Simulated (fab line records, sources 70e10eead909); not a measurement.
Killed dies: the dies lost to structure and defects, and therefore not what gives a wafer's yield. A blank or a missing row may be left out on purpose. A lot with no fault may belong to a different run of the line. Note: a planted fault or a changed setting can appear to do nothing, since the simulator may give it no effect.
Matching of chambers    flow nandHarc    4 sister chambers for NHARC_A_CHANNEL_FILL_D1_CMP_10 on cmp-01
The step polishes, target thk 150 nm. 7 wafers are shown with their chamber, then 6 later ones without.

## WAFERS PAIRED WITH THEIR CHAMBERS
wafer   chamber  motorCurrentA (A)  timeToEndpointS (s)
L807.6  1        15.2               18.0
L808.1  2        12.1               14.7
L820.3  0        10.6               13.3
L820.6  0        10.5               13.1
L824.2  1        15.3               19.1
L824.3  3        10.8               11.5
L824.6  3        11.2               15.3

## WAFERS WHOSE CHAMBER IS MISSING
wafer   motorCurrentA (A)  timeToEndpointS (s)
L827.1  11.9               17.1
L827.3  11.2               12.6
L827.6  11.9               16.5
L828.2  10.7               12.3
L828.4  12.4               16.8
L828.5  10.3               14.7

## EACH ONE'S CHAMBER
wafer   from the rows above      in truth
L827.1  2                        2
L827.3  3                        3
L827.6  2                        2
L828.2  can't be placed: 0 or 3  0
L828.4  2                        2
L828.5  0                        0
5 of 6 placed correctly. Not placeable from these rows: 1 (in 1, the candidates include the true chamber). Placed wrongly: 0.
How it was worked out, from the rows above alone: a wafer's distance from a chamber is the root of the sum, over the readings, of the square of ((its reading less the chamber's mean) divided by the reading's scatter). If the next closest chamber is less than 2 further off than the closest, the wafer can't be placed; otherwise it belongs to the closest. For every chamber, the mean is computed from those of its wafers that are shown. How the scatter is found: for the shown wafers, subtract from each reading the mean of its chamber, square and add these, divide the total by (wafers less chambers), then take the root.
